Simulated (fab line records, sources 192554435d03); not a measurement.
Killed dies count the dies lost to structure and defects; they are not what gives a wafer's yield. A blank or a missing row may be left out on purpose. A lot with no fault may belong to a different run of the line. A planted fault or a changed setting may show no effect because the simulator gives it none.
fab line records	flow n5-finfet
record: lots: 7	wafers: 39
route steps=1938 shown FIN_SAQP@96 MOL_CONTACT_COAG@584 BEOL_M1@751 BEOL_M2@901 BEOL_M5@1154
start-h: start of the lot's first displayed wafer, in hours after the record's first day	wait-h: time in hours since the lot's previous step	" as in the row above	L1.1+2: one row covering several wafers at once	- no value, or no start was given	* or withheld: withheld	< > ~ a bound
route shown NAME@n: names a module that has steps shown in the file, with the first one's number in the route	usual: the fault-free wafers' mean and standard deviation	same: alike in all rows	chamber/n: place in a boat	sites: the reading at each site	_std_site: the values' standard deviation	_edge_site: inner sites' mean taken away from outer sites' mean	radius-mm: for every site, how far away it sits from the centre of the wafer	mask NAME#n: copy n	behind: the last tool/chamber to shape the wafer	hold: reason for holding the lot/hours on hold/outcome of the hold	device: the n, p or np transistor that did not switch	end of line: at the end of the route, the tests of the same wafers	a step without rows: its recipe alone	killed: dies lost to structure and defects at the first sort, not the wafer's yield	map: a wafer's dies, x killed, . not, _ none there
set.NAME: the setting that was run; set.NAME@STEP: the one run at that earlier step	model.NAME: the simulator's own value behind a step, which no gauge read
lots where settings were altered on purpose, with a table for each step and a row for each wafer
== steps ==
step: N5_FIN_SAQP_HM_DEP_03
recipe: material: SiNx	target-thk-a: 380	temp-c: 400	precursor: SiH4/NH3/N2	pressure-torr: 1.5	rf-w: 300	time-s: 33.6
lot.wafer	tool	chamber	start-h	wait-h	set.time-s	model.SiNx_of_FIN_SAQP_HM_DEP_03.thk-nm
L075.1	pecvd-02	1	28.28	0.2	33.6	38.18
L075.2	"	0	"	"	39.38	45.04
L075.3	"	1	"	"	33.6	38.05
L075.4	"	0	"	"	33.6	38.9
L075.5	"	0	"	"	39.38	45.52
L075.6	"	1	"	"	39.38	44.62
L078.1	pecvd-02	0	44.79	0.3	39.95	44.94
L078.2	"	1	"	"	33.6	37.55
L078.3	"	0	"	"	33.6	39.11
L078.4	"	1	"	"	39.95	45.19
L078.5	"	1	"	"	33.6	38.17
L078.6	"	0	"	"	39.95	46.25
L084.1	pecvd-02	0	81.27	0.2	33.6	37.25
L084.2	"	1	"	"	33.6	36.81
L084.3+4	"	2	"	"	33.6	37.39
L084.5	"	1	"	"	33.6	36.7
L084.6	"	0	"	"	33.6	37.6
L086.3	pecvd-02	0	92.59	0.1	33.6	38.05
L086.4	"	2	"	"	33.6	38.88
L086.6	"	0	"	"	33.6	38.44
L088.1	pecvd-01	0	104.71	0.2	51.42	58.11
L088.2	"	1	"	"	33.6	38.05
L088.3	"	2	"	"	33.6	38.63
L088.4	"	1	"	"	51.42	59.86
L088.5	"	0	"	"	51.42	58.79
L088.6	"	2	"	"	33.6	38.79
L089.1	pecvd-03	1	111.64	0.2	33.6	38.31
L089.2	"	0	"	"	48.09	55.07
L089.3	"	2	"	"	33.6	37.54
L089.4	"	2	"	"	48.09	54.25
L089.5	"	0	"	"	33.6	39.55
L089.6	"	1	"	"	48.09	55.25
L093.1	pecvd-03	2	136.91	0.2	33.6	36.89
L093.2	"	1	"	"	33.6	38.49
L093.3	"	0	"	"	17.11	19.51
L093.4	"	2	"	"	33.6	37.81
L093.5	"	1	"	"	17.11	20.23
L093.6	"	0	"	"	17.11	19.89
step: N5_FIN_SAQP_THK_MEAS_05
usual: thk-nm: 38.0/0.66
lot.wafer	tool	chamber	start-h	wait-h	set.time-s@FIN_SAQP_HM_DEP_03	thk-nm
L075.1	film-metro-01	-	28.40	0.1	33.6	38.2
L075.2	"	-	"	"	39.38	45.0
L075.3	"	-	"	"	33.6	38.0
L075.4	"	-	"	"	33.6	38.9
L075.5	"	-	"	"	39.38	45.5
L075.6	"	-	"	"	39.38	44.6
L078.1	film-metro-01	-	44.91	0.1	39.95	44.9
L078.2	"	-	"	"	33.6	37.6
L078.3	"	-	"	"	33.6	39.1
L078.4	"	-	"	"	39.95	45.2
L078.5	"	-	"	"	33.6	38.1
L078.6	"	-	"	"	39.95	46.3
L084.1	film-metro-02	-	81.35	0.1	33.6	37.3
L084.2	"	-	"	"	33.6	36.8
L084.3	"	-	"	"	33.6	37.4
L084.4	"	-	"	"	33.6	37.4
L084.5	"	-	"	"	33.6	36.7
L084.6	"	-	"	"	33.6	37.6
L086.3	film-metro-02	-	92.68	0.1	33.6	38.1
L086.4	"	-	"	"	33.6	38.9
L086.6	"	-	"	"	33.6	38.5
L088.1	film-metro-02	-	104.79	0.1	51.42	58.1
L088.2	"	-	"	"	33.6	38.0
L088.3	"	-	"	"	33.6	38.6
L088.4	"	-	"	"	51.42	59.9
L088.5	"	-	"	"	51.42	58.8
L088.6	"	-	"	"	33.6	38.8
L089.1	film-metro-01	-	111.73	0.1	33.6	38.3
L089.2	"	-	"	"	48.09	55.1
L089.3	"	-	"	"	33.6	37.6
L089.4	"	-	"	"	48.09	54.2
L089.5	"	-	"	"	33.6	39.5
L089.6	"	-	"	"	48.09	55.3
L093.1	film-metro-01	-	137.00	0.1	33.6	36.9
L093.2	"	-	"	"	33.6	38.4
L093.3	"	-	"	"	17.11	19.5
L093.4	"	-	"	"	33.6	37.8
L093.5	"	-	"	"	17.11	20.3
L093.6	"	-	"	"	17.11	19.9
step: N5_FIN_SAQP_PECVD_47
recipe: material: a-Si	target-thk-a: 450	temp-c: 400	precursor: SiH4/He	pressure-torr: 3	rf-w: 100	time-s: 36.3
step: N5_FIN_SAQP_PECVD_48
recipe: material: SiNx	target-thk-a: 250	temp-c: 400	precursor: SiH4/NH3/N2	pressure-torr: 1.5	rf-w: 300	time-s: 22.1
step: N5_FIN_SAQP_MANDREL2_REMOVE_60
recipe: chemistry: HBr/Cl2/O2	bt-time-s: 10	target: a-Si	stop-on: SiNx	endpoint: OES-SiCl	over-etch-frac: 1	icp-w: 600	bias-w: 22	HBr_flow_sccm: 150	Cl2_flow_sccm: 80	O2_flow_sccm: 5	pressure-mtorr: 10
step: N5_FIN_SAQP_HM_OPEN_33
recipe: chemistry: CH3F/O2	target: SiNx	mask-material: SiO2	target-depth-a: 494	time-s: 70.6	pressure-mtorr: 30	source-w: 395	bias-w: 73	Ar_flow_sccm: 150	CH3F_flow_sccm: 30	O2_flow_sccm: 20	ion-energy-ev: 120	ends: cleared
usual: etch-rf-on-time-s: 68.7/2.3
lot.wafer	tool	chamber	start-h	wait-h	set.time-s@FIN_SAQP_HM_DEP_03	etch-rf-on-time-s	model.etch.depth-nm
L075.1	rie-diel-06	1	33.27	0.0	33.6	69.8	37.55
L075.2	"	2	"	"	39.38	76.7	44.41
L075.3	"	3	"	"	33.6	74.3	37.42
L075.4	"	0	"	"	33.6	70.4	38.25
L075.5	"	3	"	"	39.38	89.5	44.89
L075.6	"	0	"	"	39.38	81.1	43.98
L078.1	rie-diel-06	0	50.34	0.0	39.95	81.9	44.31
L078.2	"	2	"	"	33.6	64.6	36.91
L078.3	"	1	"	"	33.6	71.2	38.48
L078.4	"	2	"	"	39.95	78.1	44.56
L078.5	"	1	"	"	33.6	69.8	37.54
L078.6	"	0	"	"	39.95	85.0	45.62
L084.1	rie-diel-06	3	87.22	0.2	33.6	67.2	36.58
L084.2	"	1	"	"	33.6	66.4	36.18
L084.3	"	0	"	"	33.6	67.7	36.7
L084.4	"	2	"	"	33.6	64.2	36.76
L084.5	"	1	"	"	33.6	66.6	36.03
L084.6	"	0	"	"	33.6	67.9	36.97
L086.3	rie-diel-01	3	97.98	0.3	33.6	68.3	37.41
L086.4	"	0	"	"	33.6	70.5	38.25
L086.6	"	3	"	"	33.6	68.6	37.63
L088.1	rie-diel-01	0	110.33	0.0	51.42	105.4	57.48
L088.2	"	1	"	"	33.6	66.9	37.42
L088.3	"	2	"	"	33.6	70.9	37.98
L088.4	"	3	"	"	51.42	107.4	59.23
L088.5	"	2	"	"	51.42	108.1	58.16
L088.6	"	1	"	"	33.6	68.4	38.15
L089.1	rie-diel-04	0	116.29	0.0	33.6	71.6	37.68
L089.2	"	3	"	"	48.09	100.1	54.45
L089.3	"	2	"	"	33.6	71.2	36.9
L089.4	"	1	"	"	48.09	99.7	53.44
L089.5	"	2	"	"	33.6	74.5	38.9
L089.6	"	3	"	"	48.09	102.2	54.62
L093.1	rie-diel-04	1	141.49	0.0	33.6	66.4	36.2
L093.2	"	3	"	"	33.6	69.6	37.81
L093.3	"	0	"	"	17.11	35.0	18.88
L093.4	"	2	"	"	33.6	71.7	37.18
L093.5	"	0	"	"	17.11	36.2	19.54
L093.6	"	1	"	"	17.11	35.6	19.26
step: N5_MOL_CONTACT_COAG_ETCHBACK_135
recipe: chemistry: CHF3	target: SiO2	target-depth-a: 250	time-s: 16.7	ion-energy-ev: 200	pressure-mtorr: 30	source-w: 610	bias-w: 170	Ar_flow_sccm: 200	CHF3_flow_sccm: 50
lot.wafer	tool	chamber	start-h	wait-h	set.target-depth-a	model.SOC_of_MOL_CONTACT_COAG_COAT_75.thk-nm
L075.1+4+6	rie-diel-01	1,0,2	107.72	0.0	177.7	58
L075.2+3+5	"	2,3,3	"	"	250	57.4
L078.1+5	rie-diel-06	1,2	129.68	0.0	299.2	56.8
L078.2	"	3	"	"	250	57.8
L078.3+4	"	2,0	"	"	250	57.6
L078.6	"	3	"	"	299.2	57.2
L084.1	rie-diel-06	1	162.71	0.0	250	57.4
L084.2+4	"	0,3	"	"	363.9	56
L084.3	"	2	"	"	363.9	55.6
L084.5+6	"	1,2	"	"	250	57.2
L086.3	rie-diel-01	3	170.80	0.0	250	57
L086.4+6	"	2,3	"	"	250	57.2
L088.1	rie-diel-04	0	187.24	0.0	250	57.8
L088.2+3+4	"	1,2,2	"	"	250	57.6
L088.5+6	"	1,0	"	"	250	57.4
L089.1+5	rie-diel-04	0,1	190.48	0.0	250	57.4
L089.2	"	1	"	"	250	57.6
L089.3+4	"	2,0	"	"	160.1	58.4
L089.6	"	2	"	"	160.1	58.6
L093.1	rie-diel-01	2	213.60	0.0	250	57.6
L093.2+3+4+5+6	"	1,0,0,1,2	"	"	250	57.4
step: N5_MOL_CONTACT_COAG_STRIP_118
recipe: chemistry: CHF3	resist: SiARC	rf-frequency-hz: 6e+07
step: N5_MOL_CONTACT_COAG_VIA_ETCH_46
recipe: chemistry: C4F6/O2	target-depth-a: 460	overetch-a: 92	mask-material: SOC	target: SiO2	bias-w: 455	pressure-mtorr: 10	time-s: 40	source-w: 325	Ar_flow_sccm: 300	C4F6_flow_sccm: 10	O2_flow_sccm: 10	ion-energy-ev: 575.3	ends: end-point
lot.wafer	tool	chamber	start-h	wait-h	set.target-depth-a@MOL_CONTACT_COAG_ETCHBACK_135	model.SOC_of_MOL_CONTACT_COAG_COAT_75.thk-nm
L075.1+4	rie-diel-01	1,0	107.75	0.0	177.7	51
L075.2	"	2	"	"	250	50.8
L075.3+5	"	3	"	"	250	50.6
L075.6	"	2	"	"	177.7	51.4
L078.1	rie-diel-06	1	129.71	0.0	299.2	50.2
L078.2+4	"	3,0	"	"	250	50.8
L078.3	"	2	"	"	250	50.6
L078.5	"	2	"	"	299.2	50
L078.6	"	3	"	"	299.2	50.4
L084.1	rie-diel-06	1	162.74	0.0	250	50.8
L084.2	"	0	"	"	363.9	49.6
L084.3	"	2	"	"	363.9	48.8
L084.4	"	3	"	"	363.9	49.2
L084.5	"	1	"	"	250	50.4
L084.6	"	2	"	"	250	50.2
L086.3	rie-diel-01	3	170.84	0.0	250	50.4
L086.4+6	"	2,3	"	"	250	50.6
L088.1+3	rie-diel-04	0,2	187.27	0.0	250	51.2
L088.2+5	"	1	"	"	250	51
L088.4	"	2	"	"	250	51.4
L088.6	"	0	"	"	250	50.8
L089.1+2+5	rie-diel-04	0,1,1	190.51	0.0	250	51
L089.3	"	2	"	"	160.1	52
L089.4	"	0	"	"	160.1	51.8
L089.6	"	2	"	"	160.1	52.2
L093.1	rie-diel-01	2	213.64	0.0	250	51
L093.2	"	1	"	"	250	50.4
L093.3+6	"	0,2	"	"	250	50.8
L093.4+5	"	0,1	"	"	250	50.6
step: N5_BEOL_M1_ILD_DEP_00
recipe: material: SiOC	target-thk-a: 790	temp-c: 350	precursor: DEMS/O2	pressure-torr: 5	rf-w: 500	time-s: 15.3
lot.wafer	tool	chamber	start-h	wait-h	set.time-s	model.SiOC_of_BEOL_M1_ILD_DEP_00.thk-nm
L075.1	pecvd-02	0	126.35	0.0	15.3	78.4
L075.2	"	2	"	"	15.3	77.6
L075.3	"	1	"	"	15.3	77.8
L075.4+6	"	2,0	"	"	15.3	78.6
L075.5	"	1	"	"	15.3	78.8
L078.1	pecvd-02	1	147.69	0.0	15.3	77.8
L078.2	"	2	"	"	15.3	78.8
L078.3	"	0	"	"	7.665	40.2
L078.4	"	2	"	"	7.665	40.4
L078.5	"	0	"	"	15.3	79.8
L078.6	"	1	"	"	7.665	39.2
L084.1	pecvd-03	2	189.23	0.0	15.3	77.8
L084.2	"	0	"	"	24.2	123.2
L084.3	"	1	"	"	15.3	79.6
L084.4	"	0	"	"	15.3	79.8
L084.5	"	1	"	"	24.2	126
L084.6	"	2	"	"	24.2	123.6
L086.3	pecvd-03	1	192.56	0.0	15.3	77.8
L086.4	"	0	"	"	15.3	78.8
L086.6	"	2	"	"	15.3	78.2
L088.1+3	pecvd-04	2,0	205.36	0.0	15.3	79.6
L088.2	"	1	"	"	15.3	80.8
L088.4	"	2	"	"	15.3	79.4
L088.5	"	0	"	"	15.3	81
L088.6	"	1	"	"	15.3	82.6
L089.1	pecvd-03	1	210.88	0.0	15.3	78
L089.2	"	0	"	"	15.3	77.2
L089.3+5	"	0	"	"	15.3	78.6
L089.4	"	1	"	"	15.3	79.6
L089.6	"	1	"	"	15.3	78.8
L093.1	pecvd-02	0	235.28	0.0	21.98	112.4
L093.2	"	2	"	"	15.3	79.4
L093.3	"	1	"	"	15.3	78.4
L093.4	"	2	"	"	21.98	114.4
L093.5	"	0	"	"	21.98	114
L093.6	"	1	"	"	15.3	79.6
step: N5_BEOL_M1_THK_MEAS_01
recipe: reads: SiOC_of_BEOL_M1_ILD_DEP_00
usual: M1_ILD_THK: 79.2/1.2
lot.wafer	tool	chamber	start-h	wait-h	set.time-s@BEOL_M1_ILD_DEP_00	M1_ILD_THK[nm]
L075.1	film-metro-01	-	126.41	0.0	15.3	78.4
L075.2	"	-	"	"	15.3	77.7
L075.3	"	-	"	"	15.3	77.7
L075.4	"	-	"	"	15.3	78.6
L075.5	"	-	"	"	15.3	78.7
L075.6	"	-	"	"	15.3	78.8
L078.1	film-metro-01	-	147.76	0.0	15.3	77.7
L078.2	"	-	"	"	15.3	78.7
L078.3	"	-	"	"	7.665	40.3
L078.4	"	-	"	"	7.665	40.5
L078.5	"	-	"	"	15.3	79.7
L078.6	"	-	"	"	7.665	39.2
L084.1	film-metro-01	-	189.30	0.0	15.3	77.9
L084.2	"	-	"	"	24.2	123.4
L084.3	"	-	"	"	15.3	79.6
L084.4	"	-	"	"	15.3	79.8
L084.5	"	-	"	"	24.2	126.1
L084.6	"	-	"	"	24.2	123.7
L086.3	film-metro-01	-	192.63	0.1	15.3	77.9
L086.4	"	-	"	"	15.3	78.7
L086.6	"	-	"	"	15.3	78.2
L088.1	film-metro-02	-	205.43	0.0	15.3	79.6
L088.2	"	-	"	"	15.3	80.9
L088.3	"	-	"	"	15.3	79.6
L088.4	"	-	"	"	15.3	79.4
L088.5	"	-	"	"	15.3	81.0
L088.6	"	-	"	"	15.3	82.7
L089.1	film-metro-02	-	210.96	0.1	15.3	78.0
L089.2	"	-	"	"	15.3	77.2
L089.3	"	-	"	"	15.3	78.5
L089.4	"	-	"	"	15.3	79.7
L089.5	"	-	"	"	15.3	78.4
L089.6	"	-	"	"	15.3	78.9
L093.1	film-metro-01	-	235.35	0.0	21.98	112.4
L093.2	"	-	"	"	15.3	79.4
L093.3	"	-	"	"	15.3	78.3
L093.4	"	-	"	"	21.98	114.3
L093.5	"	-	"	"	21.98	114.0
L093.6	"	-	"	"	15.3	79.6
step: N5_BEOL_M2_ALD_84
recipe: material: TaN	target-thk-a: *	temp-c: 275	ald-precursor-family: PDMAT	ald-co-reactant: NH3	pressure-torr: 3	carrier-flow-sccm: 1500	pulse-time-s: 2	purge-time-s: 3	co-reactant-purge-time-s: 2	co-reactant-pulse-time-s: 3	ald-cycles: 30	precursor-vessel-temp-c: 75	precursor-vessel-pressure-torr: 26.25	precursor-vessel-carrier-sccm: 1000
lot.wafer	tool	chamber	start-h	wait-h	set.ald-cycles	model.TaN_of_BEOL_M2_ALD_84.thk-nm
L075.1	ald-metal-03	0	142.45	0.1	30	*
L075.2+5	"	3,2	"	"	30	*
L075.3+4+6	"	1,2,1	"	"	45	*
L078.1+2+6	ald-metal-03	0,1,2	162.65	0.0	40	*
L078.3	"	3	"	"	30	*
L078.4+5	"	2,1	"	"	30	*
L084.1	ald-metal-03	3	210.33	0.0	14	*
L084.2+4	"	0,1	"	"	30	*
L084.3+5	"	2,0	"	"	14	*
L084.6	"	3	"	"	30	*
L086.3+6	ald-metal-04	1	216.66	0.0	30	*
L086.4	"	3	"	"	30	*
L088.1+5	ald-metal-04	1,0	227.59	0.0	30	*
L088.2+4+6	"	0,3,1	"	"	25	*
L088.3	"	2	"	"	30	*
L089.1+4	ald-metal-04	2,0	234.57	0.1	30	*
L089.2+5+6	"	1,0,1	"	"	46	*
L089.3	"	3	"	"	30	*
L093.1+6	ald-metal-03	0,1	262.30	0.2	30	*
L093.2	"	3	"	"	30	*
L093.3+4+5	"	1,2,0	"	"	41	*
step: N5_BEOL_M5_ETCH_68
recipe: chemistry: N2/H2	target: SOC	target-depth-a: 800	overetch-a: 160	mask-material: SiARC	temp-c: 40	time-s: 120	ion-energy-ev: 200	pressure-mtorr: 30	source-w: 840	bias-w: 150	n2-flow-sccm: 200	h2-flow-sccm: 200
lot.wafer	tool	chamber	start-h	wait-h	set.time-s	model.SiARC_of_BEOL_M5_COAT_66.thk-nm
L075.1+3+5	rie-diel-05	2,0,0	177.22	0.0	120	6.6
L075.2+4	"	3,1	"	"	93.29	7.8
L075.6	"	1	"	"	93.29	7.6
L078.1	rie-diel-02	1	212.53	0.0	120	6.4
L078.2	"	0	"	"	69.72	9
L078.3	"	2	"	"	120	6.8
L078.4+5	"	3,1	"	"	69.72	8.8
L078.6	"	0	"	"	120	6.6
L084.1+4+5+6	rie-diel-03	3,2,3,2	248.14	0.0	120	6.4
L084.2	"	0	"	"	120	6.2
L084.3	"	1	"	"	120	5.8
L086.3	rie-diel-02	0	254.20	0.0	120	6.6
L086.4	"	2	"	"	120	6.8
L086.6	"	1	"	"	120	6.4
L088.1+2+3+5	rie-diel-05	3,0,2,2	261.14	0.0	120	6.6
L088.4	"	1	"	"	120	6.2
L088.6	"	1	"	"	120	6.4
L089.1+3+5	rie-diel-05	2,0,2	280.22	0.0	120	6.6
L089.2+6	"	3	"	"	79.93	8.4
L089.4	"	1	"	"	79.93	8.2
L093.1+2+4	rie-diel-03	0,3,0	300.52	0.0	120	6.2
L093.3+5+6	"	2,3,2	"	"	120	6.4
== key ==
split: step: N5_FIN_SAQP_HM_DEP_03	setting: time-s	stated: 33.6	by: wafer
response: step: N5_FIN_SAQP_HM_DEP_03	reading: model.SiNx_of_FIN_SAQP_HM_DEP_03.thk-nm	change: +0.377	per: 1%	r: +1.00
response: step: N5_FIN_SAQP_THK_MEAS_05	reading: thk-nm	change: *	per: 1%	r: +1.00
response: step: N5_FIN_SAQP_HM_OPEN_33	reading: etch-rf-on-time-s	change: *	per: 1%	r: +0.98
response: step: N5_FIN_SAQP_HM_OPEN_33	reading: model.etch.depth-nm	change: +0.377	per: 1%	r: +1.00
split: step: N5_MOL_CONTACT_COAG_ETCHBACK_135	setting: target-depth-a	stated: 250	by: wafer
response: step: N5_MOL_CONTACT_COAG_ETCHBACK_135	reading: model.SOC_of_MOL_CONTACT_COAG_COAT_75.thk-nm	change: -0.0286	per: 1%	r: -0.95
response: step: N5_MOL_CONTACT_COAG_VIA_ETCH_46	reading: model.SOC_of_MOL_CONTACT_COAG_COAT_75.thk-nm	change: -0.0256	per: 1%	r: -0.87
split: step: N5_BEOL_M1_ILD_DEP_00	setting: time-s	stated: 15.3	by: wafer
response: step: N5_BEOL_M1_ILD_DEP_00	reading: model.SiOC_of_BEOL_M1_ILD_DEP_00.thk-nm	change: +0.781	per: 1%	r: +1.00
response: step: N5_BEOL_M1_THK_MEAS_01	reading: M1_ILD_THK	change: +0.78	per: 1%	r: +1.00
split: step: N5_BEOL_M2_ALD_84	setting: ald-cycles	stated: 30	by: wafer
response: step: N5_BEOL_M2_ALD_84	reading: model.TaN_of_BEOL_M2_ALD_84.thk-nm	change: *	per: 1%	r: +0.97
split: step: N5_BEOL_M5_ETCH_68	setting: time-s	stated: 120	by: wafer
response: step: N5_BEOL_M5_ETCH_68	reading: model.SiARC_of_BEOL_M5_COAT_66.thk-nm	change: -0.0529	per: 1%	r: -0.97
